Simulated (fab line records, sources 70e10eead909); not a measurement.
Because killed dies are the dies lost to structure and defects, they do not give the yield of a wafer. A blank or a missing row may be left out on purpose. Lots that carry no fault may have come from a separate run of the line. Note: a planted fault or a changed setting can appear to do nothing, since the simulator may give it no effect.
Matching of chambers + flow nand-harc + rie-diel-11 running NHARC_P_ZERO_WELL_DESCUM_26: 4 sister chambers
The step chemistry O2, time 3 s. 4 wafers are shown with their chamber, then 9 later ones without.

== WAFERS WITH THEIR CHAMBER ==
| wafer  | chamber | drypump-motor-current-A (A) |
|--------|---------|-----------------------------|
| L086.2 | 3       | 5.8                         |
| L086.4 | 2       | 6.6                         |
| L091.5 | 0       | 6.0                         |
| L091.6 | 1       | 6.1                         |

== WAFERS WITHOUT THEIR CHAMBER ==
| wafer  | drypump-motor-current-A (A) |
|--------|-----------------------------|
| L092.2 | 5.8                         |
| L092.5 | 6.1                         |
| L092.6 | 6.5                         |
| L093.1 | 6.1                         |
| L093.3 | 5.8                         |
| L093.5 | 6.5                         |
| L094.2 | 6.1                         |
| L094.3 | 6.6                         |
| L094.4 | 6.0                         |

== CHAMBER TAKEN BY EACH ==
| wafer  | from the rows above | in truth |
|--------|---------------------|----------|
| L092.2 | 3                   | 3        |
| L092.5 | 1                   | 1        |
| L092.6 | 2                   | 2        |
| L093.1 | 1                   | 1        |
| L093.3 | 3                   | 3        |
| L093.5 | 2                   | 2        |
| L094.2 | 1                   | 1        |
| L094.3 | 2                   | 2        |
| L094.4 | 0                   | 0        |
9 of 9 placed correctly. Can't be placed from these rows: 0. Placed wrongly: 0.
How it was worked out, from the rows above alone: a wafer's distance from a chamber is the root of the sum, over the readings, of the square of ((its reading less the chamber's mean) divided by the reading's scatter). If the next closest chamber is less than 2 further off than the closest, the wafer can't be placed; otherwise it belongs to the closest. A chamber's mean is the mean of its shown wafers. The scatter (one wafer shown for each chamber): square how far every hidden wafer sits from the nearest shown wafer, average those squares and take the square root.
